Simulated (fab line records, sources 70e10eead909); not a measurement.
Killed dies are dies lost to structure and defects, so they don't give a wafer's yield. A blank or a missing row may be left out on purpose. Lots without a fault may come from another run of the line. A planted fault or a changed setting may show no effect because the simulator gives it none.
Chamber matching | flow nand_harc | NHARC_P_CONTACT_CMP_01 on cmp-02: 4 sister chambers
The step polishes SiO2, target thk 200 nm. 8 wafers are shown with their chamber, then 10 later ones without.

WAFERS WITH THEIR CHAMBER
wafer  | chamber | motor_current_A (A)
L077.4 | 1       | 12.9
L088.5 | 3       | 11.5
L088.6 | 0       | 14.4
L085.2 | 2       | 11.2
L085.3 | 3       | 11.6
L085.5 | 0       | 14.2
L086.3 | 1       | 13.0
L086.5 | 2       | 10.8

WAFERS WITHOUT THEIR CHAMBER
wafer  | motor_current_A (A)
L086.6 | 12.3
L094.2 | 14.2
L094.3 | 11.4
L094.6 | 11.7
L092.1 | 11.9
L092.2 | 10.8
L092.4 | 12.0
L096.2 | 11.9
L096.3 | 13.9
L096.6 | 13.3

WHICH CHAMBER EACH WENT THROUGH
wafer  | from the rows above     | in truth
L086.6 | can't be placed: 1 or 3 | 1
L094.2 | 0                       | 0
L094.3 | can't be placed: 3 or 2 | 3
L094.6 | 3                       | 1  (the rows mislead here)
L092.1 | 3                       | 3
L092.2 | 2                       | 2
L092.4 | 3                       | 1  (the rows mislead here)
L096.2 | 3                       | 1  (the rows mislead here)
L096.3 | 0                       | 0
L096.6 | 1                       | 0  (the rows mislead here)
Placed correctly: 4 of 10. Can't be placed from these rows: 2 (the true chamber is among the candidates in 2). Placed wrongly: 4.
How it was worked out, from the rows above alone: a wafer's distance from a chamber is the root of the sum, over the readings, of the square of ((its reading less the chamber's mean) divided by the reading's scatter). The wafer belongs to the nearest chamber; if the next one is less than 2 further off, it can't be placed. A chamber's mean is the mean of its shown wafers. The scatter: the root of (the sum of the squares of (reading less its chamber's mean) over the shown wafers, divided by (wafers less chambers)).
